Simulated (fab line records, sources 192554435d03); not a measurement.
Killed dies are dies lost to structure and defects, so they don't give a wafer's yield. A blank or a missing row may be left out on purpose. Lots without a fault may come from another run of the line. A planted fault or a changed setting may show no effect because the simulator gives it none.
fab line records | flow n5_finfet
record lots=11 wafers=29 last_day=18
route steps=1938 shown SD_EPI_P@320 BEOL_M4@1081 PASSIVATION@1936
lots that met no fault: from a run of the same line without faults
start_h: hours from the record's first day to the start of the lot's first wafer shown | wait_h: hours since the lot's step before | " the same as in the row above | L1.1+2: a row that stands for several wafers | - no value, or no start given | * or withheld: withheld | < > ~ a bound
route shown NAME@n: a module of which the file shows steps, and the number in the route of the first | usual: mean/standard deviation of fault-free wafers | same: alike in all rows | chamber/n: place in a boat | sites: the reading at each site | _std_site: their standard deviation | _edge_site: outer sites' mean less inner sites' | radius_mm: how far each site lies from the wafer's centre | mask NAME#n: copy n | behind: the tool/chamber that last shaped the wafer | hold: why the lot was held/for how many hours/how that ended | device: the transistor (n, p or np) that didn't switch | end of line: the same wafers' tests at the end of the route | a step without rows: its recipe alone | killed: dies lost to structure and defects at the first sort, not the wafer's yield | map: a wafer's dies, x killed, . not, _ none there
set.NAME: the setting as run; set.NAME@STEP: as run at that earlier step | model.NAME: the simulator's own value behind a step, which no gauge read
steps of the route over a sample of lots; a table a step, a row a wafer
services: from which hour (start_h, from the record's first day; less than 0 if before it) a tool's chamber was out of use, for how many hours, and why
## steps
# step N5_SD_EPI_P_VAPOR_ETCH_44
# recipe chemistry=NF3/Ar target=SiGe30 temp_c=25 time_s=3.3 mode=isotropic
# usual susceptor_temp_C=25.00/0.099
# columns lot.wafer tool chamber start_h wait_h susceptor_temp_C
L188.2 epi_rpcvd-04 0 53.68 0.1 24.97
L188.3 " 0 " " 24.93
L188.5 " 0 " " 25.01
L189.3 epi_rpcvd-02 0 62.17 0.3 25.05
L189.4 " 0 " " 25.00
L190.1 epi_rpcvd-04 0 76.48 0.2 24.90
L190.5 " 0 " " 25.00
L190.6 " 0 " " 24.91
L191.1 epi_rpcvd-04 0 82.18 0.2 24.97
L191.5 " 0 " " 25.03
L192.3 epi_rpcvd-01 0 85.66 0.1 25.24
L192.6 " 0 " " 25.16
L194.1 epi_rpcvd-04 0 93.41 0.2 24.93
L194.3 " 0 " " 24.98
L194.4 " 0 " " 25.01
L196.2 epi_rpcvd-04 0 103.28 0.2 25.00
L196.5 " 0 " " 24.98
L197.1 epi_rpcvd-04 0 111.56 0.2 24.98
L197.2 " 0 " " 24.88
L197.5 " 0 " " 24.84
L198.2 epi_rpcvd-04 0 116.46 0.2 25.05
L198.4 " 0 " " 25.01
L198.6 " 0 " " 25.07
L200.1 epi_rpcvd-04 0 129.36 0.1 25.03
L200.2 " 0 " " 25.20
L200.4 " 0 " " 25.11
L208.1 epi_rpcvd-01 0 176.05 0.2 25.04
L208.2 " 0 " " 25.36
L208.5 " 0 " " 24.92
# step N5_BEOL_M4_ALD_84
# recipe material=TaN target_thk_a=* temp_c=275 ald_precursor_family=PDMAT ald_co_reactant=NH3 pressure_torr=3 carrier_flow_sccm=1500 pulse_time_s=2 purge_time_s=3 co_reactant_purge_time_s=2 co_reactant_pulse_time_s=3 ald_cycles=30 precursor_vessel_temp_c=75 precursor_vessel_pressure_torr=26.25 precursor_vessel_carrier_sccm=1000
# usual chamber_pressure_Torr=3.000/0.0069 heater_power_w=416/31 susceptor_temp_C=275.01/0.17
# columns lot.wafer tool chamber start_h wait_h chamber_pressure_Torr heater_power_w since_wet_clean_h susceptor_temp_C
L188.2 ald_metal-02 3 171.96 0.0 3.015 381 5989 275.05
L188.3 " 0 " " 3.001 406 5989 274.95
L188.5 " 0 " " 3.009 414 - 275.13
L189.3 ald_metal-02 3 182.43 0.0 2.998 378 5999 275.04
L189.4 " 0 " " 3.011 414 5999 274.89
L191.1 ald_metal-03 1 224.58 0.0 3.001 461 1426 275.02
L191.5 " 1 " " 2.999 458 - 274.85
L192.3 ald_metal-01 0 228.03 0.0 3.002 449 2968 274.98
L192.6 " 2 " " 2.990 449 - 275.12
L190.1 ald_metal-03 0 235.63 0.0 2.996 423 1437 274.99
L190.5 " 3 " " 3.000 367 - 275.11
L190.6 " 0 " " 2.992 425 - 275.15
L197.1 ald_metal-01 3 238.81 0.0 2.999 396 2979 275.04
L197.2 " 2 " " 2.997 459 2979 274.79
L197.5 " 0 " " 3.006 436 - 274.91
L194.1 ald_metal-01 3 245.54 0.1 2.995 402 2985 275.27
L194.3 " 1 " " 2.997 456 2985 275.00
L194.4 " 2 " " 2.995 453 2985 275.13
L196.2 ald_metal-03 2 255.78 0.0 2.991 401 1457 275.08
L196.5 " 0 " " 2.992 425 - 275.07
L198.2 ald_metal-02 1 268.56 0.0 2.984 357 6085 274.82
L198.4 " 2 " " 3.022 426 6085 274.98
L198.6 " 0 " " 3.001 416 - 274.70
L200.1 ald_metal-02 0 272.35 0.1 3.005 414 6089 274.72
L200.2 " 2 " " 2.991 397 6089 275.28
L200.4 " 1 " " 2.999 363 6089 275.00
L208.1 ald_metal-03 2 322.81 0.0 2.992 418 1524 275.09
L208.2 " 1 " " 2.994 448 1524 275.05
L208.5 " 2 " " 3.006 407 - 274.84
# step N5_BEOL_M4_SPUTTER_48
# recipe material=Cu target_thk_a=45 temp_c=-20 chamber_pressure_pa=0.07 power_w=withheld time_s=8.29
# usual susceptor_temp_C=-20.00/0.1 throttle_valve_pct=29.7/1.3
# columns lot.wafer tool chamber start_h wait_h susceptor_temp_C throttle_valve_pct
L188.2 pvd_sputter-03 - 172.52 0.2 -20.07 29.2
L188.3 " - " " -19.84 28.1
L188.5 " - " " -20.06 29.7
L189.3 pvd_sputter-03 - 183.04 0.1 -20.07 28.8
L189.4 " - " " -19.85 28.9
L191.1 pvd_sputter-02 - 225.26 0.1 -19.96 31.3
L191.5 " - " " -19.83 28.9
L192.3 pvd_sputter-03 - 230.24 1.5 -20.13 29.6
L192.6 " - " " -20.05 28.8
L190.1 pvd_sputter-02 - 236.24 0.2 -20.02 31.3
L190.5 " - " " -19.92 28.8
L190.6 " - " " -19.90 31.2
L197.1 pvd_sputter-02 - 239.86 0.4 -19.97 31.3
L197.2 " - " " -20.10 31.2
L197.5 " - " " -20.15 28.6
L194.1 pvd_sputter-03 - 246.06 0.1 -20.14 28.1
L194.3 " - " " -20.01 28.9
L194.4 " - " " -20.11 29.9
L196.2 pvd_sputter-01 - 256.31 0.1 -19.98 32.8
L196.5 " - " " -20.06 32.8
L198.2 pvd_sputter-02 - 269.12 0.2 -19.84 31.4
L198.4 " - " " -19.92 31.3
L198.6 " - " " -19.96 31.2
L200.1 pvd_sputter-03 - 273.25 0.5 -19.87 29.6
L200.2 " - " " -20.04 27.5
L200.4 " - " " -19.89 28.9
L208.1 pvd_sputter-01 - 323.43 0.1 -20.07 28.6
L208.2 " - " " -19.82 30.9
L208.5 " - " " -20.00 31.2
# step N5_BEOL_M4_ANNEAL_87
# recipe temp_c=400 time_s=240 ambient=vacuum
# usual heater_power_w=844/75 susceptor_temp_C=400.04/0.22
# columns lot.wafer tool chamber start_h wait_h heater_power_w susceptor_temp_C
L188.2 pvd_sputter-03 - 173.26 0.0 913 399.89
L188.3 " - " " 776 400.16
L188.5 " - " " 857 400.18
L189.3 pvd_sputter-03 - 183.78 0.0 900 399.73
L189.4 " - " " 858 399.46
L191.1 pvd_sputter-02 - 226.00 0.0 920 399.99
L191.5 " - " " 784 399.84
L192.3 pvd_sputter-03 - 230.98 0.0 871 399.95
L192.6 " - " " 842 399.96
L190.1 pvd_sputter-02 - 236.98 0.0 924 400.09
L190.5 " - " " 785 400.15
L190.6 " - " " 798 400.01
L197.1 pvd_sputter-02 - 240.60 0.0 938 400.10
L197.2 " - " " 797 400.10
L197.5 " - " " 775 400.40
L194.1 pvd_sputter-03 - 246.80 0.0 764 400.03
L194.3 " - " " 859 399.66
L194.4 " - " " 838 400.33
L196.2 pvd_sputter-01 - 257.05 0.0 846 400.14
L196.5 " - " " 839 399.96
L198.2 pvd_sputter-02 - 269.86 0.0 775 400.23
L198.4 " - " " 911 399.91
L198.6 " - " " 945 399.99
L200.1 pvd_sputter-03 - 273.99 0.0 853 399.76
L200.2 " - " " 760 400.02
L200.4 " - " " 830 400.22
L208.1 pvd_sputter-01 - 324.17 0.0 876 399.86
L208.2 " - " " 1053 399.86
L208.5 " - " " 1070 399.73
# step N5_BEOL_M4_RC_MEAS_101
# usual DIBL_N=36.4/2.2 DIBL_P=36.3/2.5 IOFF_N=0.17/0.052 IOFF_P=0.23/0.049 IOFF_P_85C=3.9/0.69 IOFF_P_LIN=0.106/0.017 ION_N=674/17 ION_P=464/11 REXT_P=100/3 SS_N=71.7/0.98 SS_P=73.3/0.84 VT_N=250/4 VT_P=-249/3.8 VT_P_LVT=-98/3.3
# columns lot.wafer tool chamber start_h wait_h DIBL_N[mV/V] DIBL_P[mV/V] IOFF_N[nA/um] IOFF_P[nA/um] IOFF_P_85C[nA/um] IOFF_P_LIN[nA/um] ION_N[uA/um] ION_P[uA/um] REXT_P[ohm.um] SS_N[mV/dec] SS_P[mV/dec] VT_N[mV] VT_P[mV] VT_P_LVT[mV]
L188.2 prober-02 0 175.89 0.2 36.9 38.2 0.18 0.25 4.3 0.116 708 483 95 71.2 73.4 246 -246 -94
L188.3 " 0 " " 40.0 41.8 0.23 0.32 5.3 0.136 704 487 95 72.4 75.1 245 -243 -92
L188.5 " 0 " " 38.3 40.1 0.19 0.30 5.0 0.130 682 472 94 72.0 75.2 246 -245 -93
L189.3 prober-01 0 186.41 0.3 36.5 36.3 0.15 0.22 3.8 0.105 686 466 102 71.0 72.7 247 -249 -98
L189.4 " 0 " " 34.8 33.8 0.11 0.18 3.3 0.085 627 440 104 71.2 73.0 259 -257 -103
L191.1 prober-02 0 228.12 0.0 37.2 36.4 0.19 0.25 4.1 0.116 657 448 101 73.0 74.4 248 -247 -96
L191.5 " 0 " " 38.7 39.8 0.22 0.33 5.1 0.138 654 455 101 72.3 75.3 247 -245 -93
L192.3 prober-01 0 233.47 0.3 35.7 36.6 0.16 0.28 4.6 0.131 683 483 96 71.7 73.1 250 -239 -92
L192.6 " 0 " " 39.7 41.8 0.26 0.42 6.5 0.174 714 495 98 71.7 74.6 241 -238 -88
L190.1 prober-02 0 239.10 0.0 37.6 38.8 0.21 0.33 5.3 0.144 691 477 97 71.3 73.8 246 -242 -90
L190.5 " 0 " " 36.1 35.6 0.16 0.25 4.1 0.115 686 481 99 71.6 73.1 251 -244 -94
L190.6 " 0 " " 33.2 33.2 0.12 0.21 3.6 0.103 656 464 99 70.8 72.4 256 -247 -96
L197.1 prober-01 0 242.72 0.0 41.1 40.1 0.28 0.34 5.5 0.141 689 468 108 73.3 74.4 242 -240 -91
L197.2 " 0 " " 36.0 35.0 0.16 0.24 4.1 0.110 667 465 109 70.9 72.9 248 -247 -97
L197.5 " 0 " " 35.1 33.7 0.13 0.20 3.5 0.095 650 453 108 71.6 72.8 251 -249 -100
L194.1 prober-02 0 248.98 0.0 38.3 38.9 0.21 0.25 4.3 0.112 697 472 104 72.0 73.7 247 -249 -96
L194.3 " 0 " " 39.6 38.2 0.22 0.24 4.0 0.105 675 456 106 72.2 74.4 248 -250 -98
L194.4 " 0 " " 35.8 33.9 0.17 0.17 3.1 0.085 673 454 105 72.2 72.9 248 -252 -100
L196.2 prober-01 0 259.32 0.2 34.4 35.8 0.15 0.20 3.5 0.098 683 464 101 72.2 73.1 248 -250 -99
L196.5 " 0 " " 34.4 36.2 0.14 0.22 3.8 0.100 651 454 100 71.8 73.4 253 -252 -98
L198.2 prober-02 0 272.13 0.2 33.8 42.9 0.12 0.47 7.1 0.192 657 496 87 70.8 74.5 255 -237 -86
L198.4 " 0 " " 37.0 46.4 0.16 0.55 8.1 0.217 667 499 89 72.2 75.2 250 -236 -84
L198.6 " 0 " " 39.7 49.7 0.21 0.74 10.4 0.267 683 510 89 72.6 76.4 245 -230 -80
L200.1 prober-02 0 276.14 0.0 37.1 47.8 0.22 1.15 14.7 0.249 638 491 90 74.5 81.7 254 -232 -81
L200.2 " 0 " " 38.0 47.2 0.22 0.77 10.5 0.283 705 531 87 72.5 75.9 246 -226 -77
L200.4 " 0 " " 34.6 42.3 0.14 0.58 8.3 0.217 672 509 88 71.2 74.9 252 -232 -81
L208.1 prober-01 0 326.37 0.0 33.2 33.6 0.11 0.17 3.1 0.089 667 459 96 70.6 71.8 252 -249 -100
L208.2 " 0 " " 37.1 37.4 0.18 0.23 3.9 0.110 695 472 95 72.1 72.9 244 -244 -95
L208.5 " 0 " " 35.7 35.1 0.15 0.18 3.2 0.092 659 451 99 70.6 72.5 251 -252 -100
# step N5_PASSIVATION_PROBE_49
# usual defect_limited_yield=91.2/1.4 killed_at_M0_to_M3=34/9.3 killed_at_M4_up=14/5.9 killed_at_contacts=14/5.7 killed_at_front_end=38/10 killed_at_other=4/3.2 killed_dies=104/17 killed_open=67/13 killed_short=33/6.9 sort_bin_4_leakage=0/3.6 sort_bin_5_function=5.2/1 sort_bin_6_memory=3.3/0.61 sort_bin_8_speed=0.3/1.8 sort_n_pass=1069/52
# same gross_dies=1180 killed_at_back_side=0
# columns lot.wafer tool chamber start_h wait_h defect_limited_yield[%] killed_at_M0_to_M3 killed_at_M4_up killed_at_contacts killed_at_front_end killed_at_other killed_dies killed_open killed_short sort_bin_4_leakage[%] sort_bin_5_function[%] sort_bin_6_memory[%] sort_bin_8_speed[%] sort_n_pass
L188.2 prober-01 - 286.18 0.1 92.6 19 18 13 31 6 87 52 32 0 4.2 2.8 0 1093
L188.3 prober-01 - 286.23 0.1 93.4 28 9 7 34 0 78 46 30 0 3.7 2.6 0 1102
L188.5 prober-01 - 286.33 0.2 91.6 33 19 8 34 5 99 63 35 0 5.0 2.8 0 1081
L189.3 prober-01 - 292.20 0.1 90.8 37 13 15 32 12 109 66 34 0 5.8 3.1 0 1071
L189.4 prober-01 - 292.25 0.2 90.5 33 10 26 39 4 112 68 40 0 6.3 2.5 18.6 848
L192.3 prober-01 - 332.25 0.1 92.5 27 14 15 31 2 89 55 32 0 4.4 2.9 0 1091
L192.6 prober-01 - 332.40 0.3 94.2 22 4 11 30 2 69 48 19 0 3.0 2.5 0 1107
L191.1 prober-01 - 335.93 0.0 91.1 22 25 13 40 5 105 66 34 0 5.7 2.7 0.1 1074
L191.5 prober-01 - 336.13 0.2 90.4 58 12 17 24 2 113 73 36 0 6.0 3.3 0 1067
L190.1 prober-02 - 349.74 0.8 90.4 36 12 11 44 10 113 63 42 0 6.3 3.0 0 1067
L190.5 prober-02 - 349.94 1.0 93.0 30 12 3 36 2 83 51 27 0 3.7 3.0 0 1097
L190.6 prober-02 - 349.99 1.0 92.5 33 8 12 34 1 88 58 26 0 3.8 3.3 0 1092
L197.1 prober-01 - 350.39 0.9 91.7 42 5 8 43 0 98 56 37 0 4.4 3.5 0.2 1081
L197.2 prober-01 - 350.44 1.0 89.6 38 23 14 45 3 123 85 34 0 6.9 3.5 0 1057
L197.5 prober-01 - 350.59 1.1 90.8 38 10 22 38 1 109 71 34 0 6.0 2.9 0 1071
L194.1 prober-02 - 354.79 0.0 92.5 20 10 13 44 1 88 59 26 0 4.1 2.8 0 1092
L194.3 prober-02 - 354.89 0.1 89.4 38 18 15 51 3 125 74 45 0 5.9 4.2 0 1055
L194.4 prober-02 - 354.94 0.2 91.6 35 9 13 35 7 99 64 28 0 5.0 3.2 0 1081
L196.2 prober-01 - 372.00 0.1 91.4 35 8 5 50 4 102 65 34 0 4.7 3.7 0 1078
L196.5 prober-01 - 372.15 0.2 90.9 36 11 7 51 2 107 62 40 0 4.7 4.0 0 1073
L198.2 prober-01 - 376.28 0.1 90.7 28 21 20 40 1 110 73 27 3 5.9 3.1 0 1039
L198.4 prober-01 - 376.38 0.2 91.9 24 14 11 32 14 95 54 29 16 5.5 2.3 0 893
L198.6 prober-01 - 376.48 0.3 90.5 43 16 16 34 3 112 75 34 69 5.4 3.7 0 252
L200.1 prober-01 - 380.70 0.0 87.3 39 14 57 38 2 150 79 31 87 9.0 3.4 0 1
L200.2 prober-01 - 380.75 0.1 89.0 40 14 17 45 14 130 84 34 71 7.9 3.1 0 216
L200.4 prober-01 - 380.85 0.2 91.3 43 8 16 33 3 103 61 34 19 5.1 3.5 0 857
L208.1 prober-01 - 428.67 0.0 91.2 28 8 21 37 10 104 63 29 0 5.3 3.3 0 1076
L208.2 prober-01 - 428.72 0.1 91.1 45 13 15 28 4 105 67 33 0 5.6 3.1 0 1075
L208.5 prober-01 - 428.87 0.2 92.0 35 12 12 32 3 94 57 31 0 4.5 2.8 0 1086
# killed by level:class
L188.2 MOL_CONTACT_COAG:geometric_particle:open=9 BEOL_M4:geometric_particle:open=9 DUMMY_GATE:geometric_particle:open=7 FIN_SAQP:geometric_particle:open=6 FIN_SAQP:geometric_particle:short=6 BEOL_M3:geometric_particle:open=4 MOL_CONTACT_COAG:geometric_particle:short=4 BEOL_M1:geometric_particle:open=4
L188.3 FIN_SAQP:geometric_particle:open=10 FIN_SAQP:geometric_particle:short=10 BEOL_M0_SAQP:geometric_particle:open=7 MOL_CONTACT_COAG:geometric_particle:open=5 BEOL_M1:geometric_particle:short=5 BEOL_M1:geometric_particle:open=4 BEOL_M0_SAQP:geometric_particle:short=4 BEOL_M3:geometric_particle:open=4
L188.5 FIN_SAQP:geometric_particle:short=9 FIN_SAQP:geometric_particle:open=7 BEOL_M1:geometric_particle:open=7 MOL_CONTACT_COAG:geometric_particle:open=6 DUMMY_GATE:geometric_particle:open=5 BEOL_M0:geometric_particle:open=5 BEOL_M3:geometric_particle:short=5 BEOL_M3:geometric_particle:open=5
L189.3 MOL_CONTACT_COAG:geometric_particle:open=11 BEOL_M0_SAQP:geometric_particle:open=9 FIN_SAQP:geometric_particle:short=8 BEOL_M0_SAQP:geometric_particle:short=8 FIN_SAQP:geometric_particle:open=6 BEOL_M1:geometric_particle:open=5 DUMMY_GATE:geometric_particle:open=4 BEOL_M0:geometric_particle:open=4
L189.4 MOL_CONTACT_COAG:geometric_particle:open=22 BEOL_M2:geometric_particle:open=11 GATE_CUT:geometric_particle:short=9 FIN_SAQP:geometric_particle:open=5 FIN_SAQP:geometric_particle:short=5 GATE_CUT:geometric_particle:open=5 BEOL_M0_SAQP:geometric_particle:short=5 MOL_CONTACT_COAG:geometric_particle:short=4
L192.3 MOL_CONTACT_COAG:geometric_particle:open=11 BEOL_M4:geometric_particle:open=7 FIN_SAQP:geometric_particle:short=6 DUMMY_GATE:geometric_particle:open=5 BEOL_M3:geometric_particle:open=5 BEOL_M0_SAQP:geometric_particle:open=5 GATE_CUT:geometric_particle:short=4 BEOL_M0_SAQP:geometric_particle:short=4
L192.6 MOL_CONTACT_COAG:geometric_particle:open=11 BEOL_M3:geometric_particle:open=8 GATE_CUT:geometric_particle:short=6 ILD0:geometric_particle:open=4 BEOL_M0_SAQP:geometric_particle:short=4 BEOL_M0_SAQP:geometric_particle:open=4 STARTING-WAFER:geometric_particle:open=4 STI_FIN_REVEAL:geometric_particle:open=3
L191.1 BEOL_M4:geometric_particle:open=12 STI_FIN_REVEAL:geometric_particle:open=11 MOL_CONTACT_COAG:geometric_particle:open=8 FIN_SAQP:geometric_particle:open=6 BEOL_M0_SAQP:geometric_particle:open=5 BEOL_M1:geometric_particle:open=5 BEOL_M3:geometric_particle:open=5 STI_FIN_REVEAL:geometric_particle:short=4
L191.5 BEOL_M3:geometric_particle:open=17 MOL_CONTACT_COAG:geometric_particle:open=15 BEOL_M0_SAQP:geometric_particle:open=10 BEOL_M0_SAQP:geometric_particle:short=7 BEOL_M1:geometric_particle:open=6 BEOL_M2:geometric_particle:short=6 DUMMY_GATE:geometric_particle:open=5 BEOL_M4:geometric_particle:open=5
L190.1 FIN_SAQP:geometric_particle:short=17 FIN_SAQP:geometric_particle:open=16 MOL_CONTACT_COAG:geometric_particle:open=9 BEOL_M2:geometric_particle:open=7 BEOL_M0_SAQP:geometric_particle:open=6 BEOL_M3:geometric_particle:open=6 PASSIVATION:area_etch=6 GATE_CUT:geometric_particle:short=4
L190.5 FIN_SAQP:geometric_particle:open=13 BEOL_M1:geometric_particle:open=7 FIN_SAQP:geometric_particle:short=6 BEOL_M0_SAQP:geometric_particle:short=6 BEOL_M3:geometric_particle:open=6 DUMMY_GATE:geometric_particle:open=3 BEOL_M0_SAQP:geometric_particle:open=3 BEOL_M1:geometric_particle:short=3
L190.6 FIN_SAQP:geometric_particle:open=16 MOL_CONTACT_COAG:geometric_particle:open=10 FIN_SAQP:geometric_particle:short=7 BEOL_M3:geometric_particle:open=7 BEOL_M1:geometric_particle:open=5 BEOL_M0_SAQP:geometric_particle:short=4 BEOL_M2:geometric_particle:open=4 BEOL_M1:geometric_particle:short=3
L197.1 BEOL_M0_SAQP:geometric_particle:short=14 BEOL_M0_SAQP:geometric_particle:open=11 BEOL_M2:geometric_particle:open=11 STI_FIN_REVEAL:geometric_particle:open=9 FIN_SAQP:geometric_particle:short=7 MOL_CONTACT_COAG:geometric_particle:open=6 STARTING-WAFER:geometric_particle:short=5 FIN_SAQP:geometric_particle:open=4
L197.2 BEOL_M0_SAQP:geometric_particle:open=15 BEOL_M4:geometric_particle:open=14 MOL_CONTACT_COAG:geometric_particle:open=12 STI_FIN_REVEAL:geometric_particle:open=10 BEOL_M0_SAQP:geometric_particle:short=8 BEOL_M2:geometric_particle:open=7 FIN_SAQP:geometric_particle:short=6 FIN_SAQP:geometric_particle:open=6
L197.5 MOL_CONTACT_COAG:geometric_particle:open=19 BEOL_M0_SAQP:geometric_particle:short=15 STI_FIN_REVEAL:geometric_particle:open=12 BEOL_M4:geometric_particle:open=10 BEOL_M0_SAQP:geometric_particle:open=8 FIN_SAQP:geometric_particle:short=6 STARTING-WAFER:geometric_particle:open=5 FIN_SAQP:geometric_particle:open=4
L194.1 FIN_SAQP:geometric_particle:short=12 FIN_SAQP:geometric_particle:open=8 STI_FIN_REVEAL:geometric_particle:open=8 MOL_CONTACT_COAG:geometric_particle:open=7 DUMMY_GATE:geometric_particle:open=6 MOL_CONTACT_COAG:geometric_particle:short=6 BEOL_M1:geometric_particle:open=5 BEOL_M4:geometric_particle:open=5
L194.3 FIN_SAQP:geometric_particle:short=19 FIN_SAQP:geometric_particle:open=12 MOL_CONTACT_COAG:geometric_particle:open=12 BEOL_M1:geometric_particle:open=11 STI_FIN_REVEAL:geometric_particle:open=8 BEOL_M0_SAQP:geometric_particle:short=6 DUMMY_GATE:geometric_particle:open=5 BEOL_M2:geometric_particle:open=4
L194.4 MOL_CONTACT_COAG:geometric_particle:open=12 STI_FIN_REVEAL:geometric_particle:open=9 FIN_SAQP:geometric_particle:open=7 BEOL_M1:geometric_particle:open=7 FIN_SAQP:geometric_particle:short=6 BEOL_M3:geometric_particle:short=5 BEOL_M3:geometric_particle:open=4 BEOL_M0_SAQP:geometric_particle:open=3
L196.2 FIN_SAQP:geometric_particle:open=18 BEOL_M2:geometric_particle:open=11 FIN_SAQP:geometric_particle:short=7 DUMMY_GATE:geometric_particle:open=7 BEOL_M0_SAQP:geometric_particle:open=5 BEOL_M1:geometric_particle:open=5 BEOL_M0_SAQP:geometric_particle:short=4 GATE_CUT:geometric_particle:short=4
L196.5 BEOL_M0_SAQP:geometric_particle:open=12 FIN_SAQP:geometric_particle:short=10 FIN_SAQP:geometric_particle:open=9 DUMMY_GATE:geometric_particle:open=8 BEOL_M3:geometric_particle:open=6 STI_FIN_REVEAL:geometric_particle:open=5 GATE_CUT:geometric_particle:short=5 MOL_CONTACT_COAG:geometric_particle:open=5
L198.2 MOL_CONTACT_COAG:geometric_particle:open=17 BEOL_M2:geometric_particle:open=9 BEOL_M4:geometric_particle:open=8 SD_EPI_N:area_etch=7 STI_FIN_REVEAL:geometric_particle:open=6 BEOL_M3:geometric_particle:open=6 FIN_SAQP:geometric_particle:short=5 BEOL_M8:geometric_particle:open=5
L198.4 PASSIVATION:area_etch=11 DUMMY_GATE:geometric_particle:open=7 BEOL_M3:geometric_particle:open=7 MOL_CONTACT_COAG:geometric_particle:open=7 BEOL_M2:geometric_particle:open=7 BEOL_M4:geometric_particle:open=7 ILD0:geometric_particle:short=6 FIN_SAQP:geometric_particle:short=5
L198.6 BEOL_M2:geometric_particle:open=13 MOL_CONTACT_COAG:geometric_particle:open=12 FIN_SAQP:geometric_particle:open=8 BEOL_M0_SAQP:geometric_particle:open=8 BEOL_M3:geometric_particle:open=8 BEOL_M4:geometric_particle:open=7 ILD0:geometric_particle:short=7 BEOL_M0_SAQP:geometric_particle:short=7
L200.1 MOL_CONTACT_COAG:area_etch=34 MOL_CONTACT_COAG:geometric_particle:open=17 FIN_SAQP:geometric_particle:open=12 BEOL_M0_SAQP:geometric_particle:open=11 BEOL_M0_SAQP:geometric_particle:short=7 BEOL_M3:geometric_particle:open=6 MOL_CONTACT_COAG:geometric_particle:short=5 BEOL_M2:geometric_particle:open=5
L200.2 MOL_CONTACT_COAG:geometric_particle:open=14 FIN_SAQP:geometric_particle:open=12 BEOL_M1:geometric_particle:open=12 STI_FIN_REVEAL:geometric_particle:open=10 PASSIVATION:area_etch=9 BEOL_M3:geometric_particle:open=8 GATE_CUT:geometric_particle:short=6 BEOL_M0_SAQP:geometric_particle:short=6
L200.4 MOL_CONTACT_COAG:geometric_particle:open=12 FIN_SAQP:geometric_particle:short=9 BEOL_M0_SAQP:geometric_particle:short=8 BEOL_M0_SAQP:geometric_particle:open=7 BEOL_M1:geometric_particle:open=7 BEOL_M3:geometric_particle:open=7 FIN_SAQP:geometric_particle:open=6 BEOL_M2:geometric_particle:open=6
L208.1 MOL_CONTACT_COAG:geometric_particle:open=15 BEOL_M2:geometric_particle:open=10 FIN_SAQP:geometric_particle:open=7 GATE_CUT:geometric_particle:short=7 BEOL_M3:geometric_particle:open=6 PASSIVATION:area_etch=6 FIN_CUT:geometric_particle:short=5 MOL_CONTACT_COAG:geometric_particle:short=5
L208.2 BEOL_M2:geometric_particle:open=15 MOL_CONTACT_COAG:geometric_particle:open=11 BEOL_M3:geometric_particle:open=10 BEOL_M1:geometric_particle:open=8 FIN_SAQP:geometric_particle:short=5 BEOL_M0_SAQP:geometric_particle:short=5 STI_FIN_REVEAL:geometric_particle:open=5 BEOL_M4:geometric_particle:open=5
L208.5 FIN_SAQP:geometric_particle:open=8 MOL_CONTACT_COAG:geometric_particle:open=8 BEOL_M0_SAQP:geometric_particle:open=8 BEOL_M3:geometric_particle:open=6 BEOL_M0_SAQP:geometric_particle:short=5 STARTING-WAFER:geometric_particle:short=5 FIN_SAQP:geometric_particle:short=4 STI_FIN_REVEAL:geometric_particle:open=4
## services
# columns tool chamber start_h hours kind
pvd_sputter-03 - 34.58 4.1 repair
pvd_sputter-01 - 40.99 3.6 repair
pvd_sputter-02 - 52.94 6.3 repair
pvd_sputter-01 - 66.30 3.6 repair
pvd_sputter-02 - 73.97 11.7 repair
ald_metal-01 3 91.74 2.4 repair
pvd_sputter-03 - 94.96 13.8 repair
ald_metal-01 - 118.89 1.0 repair
ald_metal-02 - 152.73 8.7 pm
pvd_sputter-01 - 155.00 1.1 repair
pvd_sputter-01 - 161.50 48.4 repair
ald_metal-03 1 165.73 9.0 repair
epi_rpcvd-04 - 183.35 3.0 repair
epi_rpcvd-04 - 206.24 27.2 pm
ald_metal-01 - 209.19 8.7 pm
ald_metal-02 - 243.96 2.8 pm
ald_metal-01 - 249.05 6.0 pm
ald_metal-02 2 251.30 1.7 repair
ald_metal-01 2 260.46 27.8 repair
ald_metal-01 3 266.27 24.0 repair
epi_rpcvd-04 - 267.14 0.9 repair
epi_rpcvd-04 - 293.82 1.7 repair
epi_rpcvd-04 - 301.70 0.5 pm
epi_rpcvd-04 - 311.88 6.0 pm
## key
first_sign step=N5_BEOL_M4_RC_MEAS_101 reading=IOFF_P direction=up sigmas=9.9 usual=0.23 struck=0.71
effect step=N5_BEOL_M4_RC_MEAS_101 reading=IOFF_P_85C direction=up sigmas=8.7 usual=3.9 struck=9.8
effect step=N5_BEOL_M4_RC_MEAS_101 reading=IOFF_P_LIN direction=up sigmas=7.7 usual=0.106 struck=0.237
effect step=N5_BEOL_M4_RC_MEAS_101 reading=VT_P_LVT direction=up sigmas=5 usual=-98 struck=-82
effect step=N5_BEOL_M4_RC_MEAS_101 reading=VT_P direction=up sigmas=4.3 usual=-249 struck=-232
effect step=N5_BEOL_M4_RC_MEAS_101 reading=REXT_P direction=down sigmas=4 usual=100 struck=88
effect step=N5_BEOL_M4_RC_MEAS_101 reading=ION_P direction=up sigmas=3.9 usual=464 struck=506
effect step=N5_BEOL_M4_RC_MEAS_101 reading=DIBL_P direction=up sigmas=3.8 usual=36.3 struck=46.0
effect step=N5_BEOL_M4_RC_MEAS_101 reading=SS_P direction=up sigmas=3.7 usual=73.3 struck=76.5 wafers_moved=3
effect step=N5_PASSIVATION_PROBE_49 reading=sort_bin_4_leakage direction=up sigmas=12 usual=0 struck=44 wafers_moved=5
met_at N5_SD_EPI_P_VAPOR_ETCH_44
struck_lots L198,L200
baseline_loss step=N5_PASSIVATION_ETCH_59 wafers=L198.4
baseline_loss step=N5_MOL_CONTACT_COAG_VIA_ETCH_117 wafers=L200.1
not_acting_at N5_BEOL_M4_ALD_84,N5_BEOL_M4_SPUTTER_48,N5_BEOL_M4_ANNEAL_87
onset_between 111.56 116.46
fault kind=process_parameter_drift tool=epi_rpcvd-04 chamber=- onset_h=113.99 steps=N5_SD_EPI_P_VAPOR_ETCH_44 channel=time_s offset=* shape=step end_h=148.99 acts_in=* stated=*
# baseline_loss: these wafers lose ten dies or more at that step, a loss of the line's own and not of a fault; the sort's usual values leave them out
